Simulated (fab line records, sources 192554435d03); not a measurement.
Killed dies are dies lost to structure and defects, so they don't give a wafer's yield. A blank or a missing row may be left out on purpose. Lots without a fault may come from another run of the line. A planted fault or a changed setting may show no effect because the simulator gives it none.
Which tool did it? | flow n5_finfet | 24 lots, 72 wafers sampled, at 5 steps of a route of 1938

WHAT THE GAUGES READ, wafer by wafer
N5_BEOL_M15_INSPECT_55: inspects for defects (darkfield). Usual: raw_defect_count 73, standard deviation 23.
lot  | measured     | on                | raw_defect_count | flag
L074 | day 12 17:38 | defect_inspect-02 | 84 32 66         |
L075 | day 13 02:43 | defect_inspect-01 | 118 43 56        |
L077 | day 13 03:26 | defect_inspect-02 | 65 107 93        |
L076 | day 13 06:43 | defect_inspect-01 | 27 62 65         |
L079 | day 13 07:00 | defect_inspect-01 | 58 73 75         |
L078 | day 13 09:50 | defect_inspect-02 | 74 62 69         |
L080 | day 13 22:55 | defect_inspect-02 | 81 51 87         |
L081 | day 14 03:19 | defect_inspect-01 | 91 93 131        |
L082 | day 14 08:02 | defect_inspect-02 | 81 106 75        |
L084 | day 14 12:33 | defect_inspect-01 | 82 65 49         |
L083 | day 14 21:07 | defect_inspect-02 | 81 123 83        |
L086 | day 15 15:32 | defect_inspect-01 | 70 62 55         |
L085 | day 16 05:22 | defect_inspect-02 | 108 44 44        |
L087 | day 16 07:34 | defect_inspect-02 | 115 71 86        |
L090 | day 16 19:25 | defect_inspect-02 | 94 53 93         |
L089 | day 16 23:08 | defect_inspect-02 | 61 54 41         |
L088 | day 17 01:05 | defect_inspect-02 | 52 53 69         |
L092 | day 17 11:11 | defect_inspect-02 | 56 62 65         |
L091 | day 17 15:00 | defect_inspect-02 | 93 94 83         |
L094 | day 18 01:11 | defect_inspect-02 | 54 51 77         |
L093 | day 18 01:55 | defect_inspect-01 | 51 85 43         |
L095 | day 18 04:41 | defect_inspect-02 | 89 53 61         |
L096 | day 18 10:55 | defect_inspect-02 | 76 110 109       |
L097 | day 18 15:43 | defect_inspect-02 | 59 54 53         |

N5_MIM_TOP_LITHO_INSPECT_12: inspects for defects (macro). Usual: raw_defect_count 2.2, standard deviation 1.4.
lot  | measured     | on                | raw_defect_count | flag
L074 | day 12 21:07 | defect_inspect-01 | 4 0 1            |
L075 | day 13 06:26 | defect_inspect-02 | 2 1 1            |
L077 | day 13 08:16 | defect_inspect-01 | 5 2 3            |
L076 | day 13 09:31 | defect_inspect-02 | 1 2 4            |
L079 | day 13 14:15 | defect_inspect-01 | 3 1 2            |
L078 | day 13 16:01 | defect_inspect-01 | 4 3 2            |
L080 | day 14 05:11 | defect_inspect-02 | 2 1 1            |
L081 | day 14 10:07 | defect_inspect-02 | 3 2 0            |
L082 | day 14 11:35 | defect_inspect-01 | 3 2 1            |
L084 | day 14 16:11 | defect_inspect-01 | 3 2 2            |
L083 | day 15 00:11 | defect_inspect-01 | 2 1 3            |
L086 | day 15 20:41 | defect_inspect-01 | 1 1 6            |
L085 | day 16 10:10 | defect_inspect-01 | 3 0 4            |
L087 | day 16 11:24 | defect_inspect-01 | 3 1 0            |
L090 | day 16 23:17 | defect_inspect-01 | 5 1 1            |
L089 | day 17 03:20 | defect_inspect-01 | 3 2 4            |
L088 | day 17 04:54 | defect_inspect-01 | 3 3 5            |
L092 | day 17 16:48 | defect_inspect-01 | 2 0 4            |
L091 | day 17 19:12 | defect_inspect-01 | 4 0 2            |
L094 | day 18 06:02 | defect_inspect-01 | 4 2 1            |
L093 | day 18 06:27 | defect_inspect-01 | 3 1 1            |
L095 | day 18 08:44 | defect_inspect-01 | 2 1 3            |
L096 | day 18 17:28 | defect_inspect-01 | 4 2 3            |
L097 | day 18 19:47 | defect_inspect-02 | 4 2 4            |

N5_PASSIVATION_INSPECT_64: inspects for defects (macro). Usual: raw_defect_count 2.1, standard deviation 1.4.
lot  | measured     | on                | raw_defect_count | flag
L074 | day 13 02:10 | defect_inspect-01 | 1 1 0            |
L075 | day 13 15:40 | defect_inspect-01 | 3 1 1            |
L077 | day 13 16:14 | defect_inspect-01 | 1 1 5            |
L076 | day 13 17:30 | defect_inspect-01 | 1 0 1            |
L079 | day 13 20:05 | defect_inspect-02 | 3 4 3            |
L078 | day 13 20:55 | defect_inspect-02 | 0 0 6            |
L080 | day 14 11:14 | defect_inspect-02 | 3 1 0            |
L081 | day 14 15:49 | defect_inspect-02 | 2 1 0            |
L082 | day 14 16:52 | defect_inspect-02 | 0 1 3            |
L084 | day 14 20:47 | defect_inspect-02 | 2 2 1            |
L083 | day 15 04:55 | defect_inspect-01 | 6 2 2            |
L086 | day 16 04:30 | defect_inspect-01 | 2 5 2            |
L085 | day 16 17:37 | defect_inspect-01 | 3 2 2            |
L087 | day 16 17:27 | defect_inspect-02 | 3 0 1            |
L090 | day 17 04:01 | defect_inspect-02 | 3 1 4            |
L089 | day 17 08:42 | defect_inspect-02 | 3 3 1            |
L088 | day 17 09:23 | defect_inspect-02 | 1 3 1            |
L092 | day 18 00:55 | defect_inspect-02 | 5 1 2            |
L091 | day 18 00:34 | defect_inspect-01 | 2 1 4            |
L094 | day 18 10:52 | defect_inspect-01 | 1 2 1            |
L093 | day 18 11:13 | defect_inspect-02 | 1 2 3            |
L095 | day 18 17:27 | defect_inspect-02 | 5 2 2            |
L096 | day 18 22:35 | defect_inspect-02 | 2 3 1            |
L097 | day 19 02:55 | defect_inspect-01 | 4 1 0            |

WHICH TOOL RAN EACH LOT (tool, then ch and the chambers of the sampled wafers, then the start)
lot  | N5_MIM_TOP_ETCH_ETCH_00           | N5_MIM_BOT_ETCH_ETCH_04
L074 | rie_metal-01 ch 0,1, day 12 21:34 | rie_diel-04 ch 0,1,3, day 12 22:40
L075 | rie_metal-02 ch 0,1, day 13 06:33 | rie_diel-02 ch 1,3, day 13 07:35
L077 | rie_metal-02 ch 0,1, day 13 08:30 | rie_diel-02 ch 0,1,3, day 13 09:22
L076 | rie_metal-02 ch 0,1, day 13 09:38 | rie_diel-02 ch 0,3, day 13 10:22
L079 | rie_metal-01 ch 0,1, day 13 14:25 | rie_diel-03 ch 1,2, day 13 15:30
L078 | rie_metal-03 ch 0,1, day 13 16:08 | rie_diel-04 ch 0,2,3, day 13 16:55
L080 | rie_metal-01 ch 0,1, day 14 05:18 | rie_diel-02 ch 1,2,3, day 14 06:14
L081 | rie_metal-03 ch 0,1, day 14 10:24 | rie_diel-02 ch 1,3, day 14 11:12
L082 | rie_metal-02 ch 0, day 14 11:43   | rie_diel-03 ch 1,2,3, day 14 12:33
L084 | rie_metal-01 ch 0,1, day 14 16:21 | rie_diel-03 ch 0,2,3, day 14 17:10
L083 | rie_metal-02 ch 0,1, day 15 00:18 | rie_diel-02 ch 0,2,3, day 15 01:04
L086 | rie_metal-02 ch 0,1, day 15 20:58 | rie_diel-04 ch 0,1,3, day 15 21:56
L085 | rie_metal-03 ch 0,1, day 16 10:20 | rie_diel-03 ch 0,1,3, day 16 11:01
L087 | rie_metal-02 ch 0,1, day 16 11:31 | rie_diel-02 ch 0,1, day 16 12:14
L090 | rie_metal-03 ch 0,1, day 16 23:25 | rie_diel-02 ch 0,1,3, day 17 00:15
L089 | rie_metal-03 ch 0,1, day 17 03:37 | rie_diel-02 ch 0,3, day 17 04:27
L088 | rie_metal-01 ch 0,1, day 17 05:01 | rie_diel-03 ch 0,1, day 17 05:53
L092 | rie_metal-02 ch 0,1, day 17 17:16 | rie_diel-03 ch 0,1, day 17 18:00
L091 | rie_metal-02 ch 0,1, day 17 19:22 | rie_diel-03 ch 0,1, day 17 20:05
L094 | rie_metal-03 ch 0, day 18 06:20   | rie_diel-03 ch 1,2, day 18 07:16
L093 | rie_metal-02 ch 0,1, day 18 06:41 | rie_diel-03 ch 1,2,3, day 18 07:32
L095 | rie_metal-01 ch 0, day 18 09:13   | rie_diel-02 ch 0,2,3, day 18 10:19
L096 | rie_metal-01 ch 0, day 18 17:35   | rie_diel-03 ch 1,3, day 18 18:40
L097 | rie_metal-03 ch 0,1, day 18 20:05 | rie_diel-02 ch 0,3, day 18 20:55
- N5_MIM_TOP_ETCH_ETCH_00: etches TiN in Cl2/BCl3, target depth 38.5 nm.
- N5_MIM_BOT_ETCH_ETCH_04: etches SiNx in CF4/O2, target depth 26 nm, time 13 s.

WHAT THE TOOLS THEMSELVES READ (means of the sampled wafers that have a number; where no wafer has one, the mark that the record gives instead)
N5_MIM_TOP_ETCH_ETCH_00. Usual: bias_w 126.0 W, standard deviation 0.37; drypump_motor_current_A 5.7 A, standard deviation 0.45; oes_product_au 0.76 a.u., standard deviation 0.082; throttle_valve_pct 22.87 %, standard deviation 0.21.
lot  | tool         | bias_w (W) | drypump_motor_current_A (A) | oes_product_au (a.u.) | throttle_valve_pct (%) | flag
L074 | rie_metal-01 | 125.7      | 5.8                         | 0.70                  | 22.91                  |
L075 | rie_metal-02 | 126.0      | 5.3                         | 0.81                  | 22.79                  |
L077 | rie_metal-02 | 126.4      | 5.3                         | 0.81                  | 22.78                  |
L076 | rie_metal-02 | 126.1      | 5.6                         | 0.87                  | 22.69                  |
L079 | rie_metal-01 | 125.7      | 5.8                         | 0.70                  | 22.92                  |
L078 | rie_metal-03 | 125.6      | 5.8                         | 0.77                  | 22.94                  |
L080 | rie_metal-01 | 125.9      | 5.8                         | 0.70                  | 22.92                  |
L081 | rie_metal-03 | 126.0      | 6.1                         | 0.77                  | 23.09                  |
L082 | rie_metal-02 | 125.6      | 5.1                         | 0.74                  | 22.87                  |
L084 | rie_metal-01 | 126.4      | 5.7                         | 0.68                  | 22.82                  |
L083 | rie_metal-02 | 125.9      | 5.3                         | 0.81                  | 22.79                  |
L086 | rie_metal-02 | 126.2      | 5.3                         | 0.80                  | 22.78                  |
L085 | rie_metal-03 | 125.9      | 6.1                         | 0.76                  | 23.09                  |
L087 | rie_metal-02 | 125.8      | 5.3                         | 0.80                  | 22.79                  |
L090 | rie_metal-03 | 125.7      | 6.1                         | 0.76                  | 23.10                  |
L089 | rie_metal-03 | 126.3      | 5.8                         | 0.76                  | 22.96                  |
L088 | rie_metal-01 | 126.0      | 5.7                         | 0.68                  | 22.83                  |
L092 | rie_metal-02 | 126.3      | 5.6                         | 0.84                  | 22.71                  |
L091 | rie_metal-02 | 126.4      | 5.3                         | 0.78                  | 22.79                  |
L094 | rie_metal-03 | 125.5      | 6.4                         | 0.76                  | 23.26                  |
L093 | rie_metal-02 | 125.8      | 5.3                         | 0.78                  | 22.80                  |
L095 | rie_metal-01 | 126.1      | 5.5                         | 0.65                  | 22.73                  |
L096 | rie_metal-01 | 125.9      | 5.5                         | 0.65                  | 22.72                  |
L097 | rie_metal-03 | 125.7      | 5.8                         | 0.75                  | 22.96                  |

N5_MIM_BOT_ETCH_ETCH_04. Usual: bias_w 49.01 W, standard deviation 0.14; drypump_motor_current_A 5.9 A, standard deviation 0.34; oes_f_703_au 0.80 a.u., standard deviation 0.089; oes_product_au 0.80 a.u., standard deviation 0.1; rf_vpp_V 241 V, standard deviation 6.4; showerhead_plenum_p_Torr 2.20 Torr, standard deviation 0.064; throttle_valve_pct 15.91 %, standard deviation 0.2.
lot  | tool        | bias_w (W) | drypump_motor_current_A (A) | oes_f_703_au (a.u.) | oes_product_au (a.u.) | rf_vpp_V (V) | showerhead_plenum_p_Torr (Torr) | throttle_valve_pct (%) | flag
L074 | rie_diel-04 | 49.06      | 5.7                         | 0.83                | 0.84                  | 241          | 2.14                            | 15.89                  |
L075 | rie_diel-02 | 48.96      | 5.6                         | 0.76                | 0.74                  | 241          | 2.13                            | 15.94                  |
L077 | rie_diel-02 | 49.21      | 5.8                         | 0.81                | 0.82                  | 241          | 2.15                            | 15.90                  |
L076 | rie_diel-02 | 49.06      | 6.0                         | 0.87                | 0.89                  | 243          | 2.17                            | 15.86                  |
L079 | rie_diel-03 | 49.17      | 6.0                         | 0.73                | 0.74                  | 249          | 2.26                            | 15.91                  |
L078 | rie_diel-04 | 48.93      | 5.9                         | 0.78                | 0.80                  | 243          | 2.16                            | 15.96                  |
L080 | rie_diel-02 | 48.95      | 5.8                         | 0.72                | 0.71                  | 238          | 2.18                            | 16.03                  |
L081 | rie_diel-02 | 48.94      | 5.6                         | 0.76                | 0.74                  | 241          | 2.13                            | 15.97                  |
L082 | rie_diel-03 | 49.12      | 6.1                         | 0.76                | 0.77                  | 242          | 2.27                            | 15.86                  |
L084 | rie_diel-03 | 49.09      | 6.1                         | 0.74                | 0.73                  | 240          | 2.28                            | 15.94                  |
L083 | rie_diel-02 | 49.11      | 5.9                         | 0.77                | 0.77                  | 239          | 2.20                            | 16.00                  |
L086 | rie_diel-04 | 49.15      | 5.7                         | 0.80                | 0.81                  | 240          | 2.13                            | 15.94                  |
L085 | rie_diel-03 | 49.07      | 6.1                         | 0.77                | 0.76                  | 235          | 2.27                            | 15.95                  |
L087 | rie_diel-02 | 48.83      | 5.6                         | 0.84                | 0.87                  | 244          | 2.15                            | 15.95                  |
L090 | rie_diel-02 | 48.99      | 5.8                         | 0.88                | 0.89                  | 242          | 2.14                            | 15.79                  |
L089 | rie_diel-02 | 49.01      | 5.9                         | 0.92                | 0.94                  | 243          | 2.16                            | 15.76                  |
L088 | rie_diel-03 | 48.99      | 6.2                         | 0.75                | 0.76                  | 239          | 2.24                            | 16.01                  |
L092 | rie_diel-03 | 49.03      | 6.2                         | 0.74                | 0.75                  | 238          | 2.24                            | 16.02                  |
L091 | rie_diel-03 | 49.06      | 6.2                         | 0.74                | 0.75                  | 239          | 2.24                            | 16.02                  |
L094 | rie_diel-03 | 48.98      | 6.0                         | 0.86                | 0.88                  | 249          | 2.24                            | 15.68                  |
L093 | rie_diel-03 | 48.94      | 6.1                         | 0.81                | 0.83                  | 242          | 2.26                            | 15.76                  |
L095 | rie_diel-02 | 49.13      | 5.9                         | 0.92                | 0.92                  | 239          | 2.19                            | 15.73                  |
L096 | rie_diel-03 | 48.98      | 6.1                         | 0.77                | 0.75                  | 234          | 2.27                            | 15.84                  |
L097 | rie_diel-02 | 49.00      | 6.0                         | 0.89                | 0.90                  | 243          | 2.16                            | 15.80                  |

THE ANSWER, worked out from the rows above alone
Rule: a lot is off if the mean of its wafers that have a number lies more than 3 standard deviations from the usual mean. A lot without any number at a reading at which 4 lots or more have one is off too. The other lots that the step has rows for count as sound. The gauges are gone through in route order, then the tools' own readings, and for those a lot's mean is taken as printed above. The first step at which some lot is off is used, and at that step the reading that is off furthest; a lot without a number counts as furthest.
No lot is off at any reading shown: from this, nothing can be told.

WHAT THE SIMULATOR HAD PUT IN
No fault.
